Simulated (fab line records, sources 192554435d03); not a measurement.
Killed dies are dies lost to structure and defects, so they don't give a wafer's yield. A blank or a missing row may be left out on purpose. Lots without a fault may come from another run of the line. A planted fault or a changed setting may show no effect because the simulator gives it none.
Chamber matching | flow n5_finfet | N5_PASSIVATION_PECVD_55 on pecvd-04: 3 sister chambers
The step deposits SiO2 from SiH4/N2O, target thk 400 nm, time 22.5 s. 3 wafers are shown with their chamber, then 9 later ones without.

WAFERS WITH THEIR CHAMBER
wafer  | chamber | showerhead_plenum_p_Torr (Torr)
L085.4 | 1       | 8.18
L092.3 | 2       | 7.95
L092.5 | 0       | 8.39

WAFERS WITHOUT THEIR CHAMBER
wafer  | showerhead_plenum_p_Torr (Torr)
L097.1 | 8.39
L097.4 | 8.38
L097.6 | 8.36
L096.2 | 8.16
L096.3 | 8.38
L096.4 | 8.16
L095.2 | 8.37
L095.4 | 8.40
L095.5 | 8.37

WHICH CHAMBER EACH WENT THROUGH
wafer  | from the rows above | in truth
L097.1 | 0                   | 0
L097.4 | 0                   | 0
L097.6 | 0                   | 0
L096.2 | 1                   | 1
L096.3 | 0                   | 0
L096.4 | 1                   | 1
L095.2 | 0                   | 0
L095.4 | 0                   | 0
L095.5 | 0                   | 0
Placed correctly: 9 of 9. Can't be placed from these rows: 0. Placed wrongly: 0.
How it was worked out, from the rows above alone: a wafer's distance from a chamber is the root of the sum, over the readings, of the square of ((its reading less the chamber's mean) divided by the reading's scatter). The wafer belongs to the nearest chamber; if the next one is less than 2 further off, it can't be placed. A chamber's mean is the mean of its shown wafers. The scatter: with one shown wafer a chamber, the root of the mean of the squares of how far each hidden wafer lies from its nearest shown one.
